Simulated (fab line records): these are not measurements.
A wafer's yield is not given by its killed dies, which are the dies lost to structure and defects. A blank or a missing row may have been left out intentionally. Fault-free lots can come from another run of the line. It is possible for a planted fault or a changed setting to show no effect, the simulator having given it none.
Chamber matching / flow n5Finfet / 4 sister chambers for N5_BEOL_M1_ETCH_69 on rieDiel-02
The step etches SiARC in CF4, target depth 15.6 nm, time 26 s. 14 wafers are shown with their chamber, then 7 later ones without.

## EACH WAFER AND ITS CHAMBER
wafer=L076.1; chamber=0; showerheadPlenumPTorr (Torr)=2.12; throttleValvePct (%)=16.00; oesProductAu (a.u.)=0.61
wafer=L076.3; chamber=3; showerheadPlenumPTorr (Torr)=2.14; throttleValvePct (%)=15.84; oesProductAu (a.u.)=0.63
wafer=L076.5; chamber=0; showerheadPlenumPTorr (Torr)=2.12; throttleValvePct (%)=15.98; oesProductAu (a.u.)=0.61
wafer=L081.1; chamber=2; showerheadPlenumPTorr (Torr)=2.15; throttleValvePct (%)=15.42; oesProductAu (a.u.)=0.65
wafer=L081.2; chamber=1; showerheadPlenumPTorr (Torr)=2.29; throttleValvePct (%)=15.22; oesProductAu (a.u.)=0.83
wafer=L081.5; chamber=2; showerheadPlenumPTorr (Torr)=2.15; throttleValvePct (%)=15.41; oesProductAu (a.u.)=0.65
wafer=L083.1; chamber=2; showerheadPlenumPTorr (Torr)=2.15; throttleValvePct (%)=15.42; oesProductAu (a.u.)=0.65
wafer=L083.2; chamber=0; showerheadPlenumPTorr (Torr)=2.12; throttleValvePct (%)=16.03; oesProductAu (a.u.)=0.60
wafer=L083.5; chamber=2; showerheadPlenumPTorr (Torr)=2.15; throttleValvePct (%)=15.41; oesProductAu (a.u.)=0.65
wafer=L090.1; chamber=3; showerheadPlenumPTorr (Torr)=2.13; throttleValvePct (%)=15.88; oesProductAu (a.u.)=0.63
wafer=L090.4; chamber=1; showerheadPlenumPTorr (Torr)=2.28; throttleValvePct (%)=15.27; oesProductAu (a.u.)=0.79
wafer=L090.5; chamber=2; showerheadPlenumPTorr (Torr)=2.14; throttleValvePct (%)=15.44; oesProductAu (a.u.)=0.64
wafer=L091.1; chamber=3; showerheadPlenumPTorr (Torr)=2.13; throttleValvePct (%)=15.88; oesProductAu (a.u.)=0.62
wafer=L091.4; chamber=2; showerheadPlenumPTorr (Torr)=2.14; throttleValvePct (%)=15.45; oesProductAu (a.u.)=0.63

SIGNATURES (means of the wafers above)
reading=showerheadPlenumPTorr; chamber 0=2.1200; chamber 1=2.2850; chamber 2=2.1467; chamber 3=2.1333; scatter within a chamber=0.005
reading=throttleValvePct; chamber 0=16.0033; chamber 1=15.2450; chamber 2=15.4250; chamber 3=15.8667; scatter within a chamber=0.0222
reading=oesProductAu; chamber 0=0.6067; chamber 1=0.8100; chamber 2=0.6450; chamber 3=0.6267; scatter within a chamber=0.0113
Rule: for each reading, subtract the chamber's mean from the wafer's reading, divide by that reading's scatter and square the result; add these up over the readings and take the root, which gives the wafer's distance from the chamber. The wafer belongs to the nearest chamber; if the next one is less than 2 further off, it can't be placed. The scatter is the square root of a quotient: the sum, over the shown wafers, of each reading's squared deviation from its chamber's mean, divided by wafers minus chambers.

## WAFERS WHOSE CHAMBER IS MISSING
wafer=L091.5; showerheadPlenumPTorr (Torr)=2.14; throttleValvePct (%)=15.44; oesProductAu (a.u.)=0.63
wafer=L092.1; showerheadPlenumPTorr (Torr)=2.28; throttleValvePct (%)=15.27; oesProductAu (a.u.)=0.78
wafer=L092.4; showerheadPlenumPTorr (Torr)=2.14; throttleValvePct (%)=15.46; oesProductAu (a.u.)=0.63
wafer=L092.5; showerheadPlenumPTorr (Torr)=2.28; throttleValvePct (%)=15.27; oesProductAu (a.u.)=0.78
wafer=L096.1; showerheadPlenumPTorr (Torr)=2.28; throttleValvePct (%)=15.28; oesProductAu (a.u.)=0.77
wafer=L096.3; showerheadPlenumPTorr (Torr)=2.13; throttleValvePct (%)=15.90; oesProductAu (a.u.)=0.61
wafer=L096.5; showerheadPlenumPTorr (Torr)=2.13; throttleValvePct (%)=15.91; oesProductAu (a.u.)=0.61

## WHICH CHAMBER EACH ONE RAN IN
wafer=L091.5; from the rows above=2; in truth=2
wafer=L092.1; from the rows above=1; in truth=1
wafer=L092.4; from the rows above=2; in truth=2
wafer=L092.5; from the rows above=1; in truth=1
wafer=L096.1; from the rows above=1; in truth=1
wafer=L096.3; from the rows above=3; in truth=3
wafer=L096.5; from the rows above=3; in truth=3
7 of 7 placed correctly. Can't be placed from these rows: 0. Placed wrongly: 0.
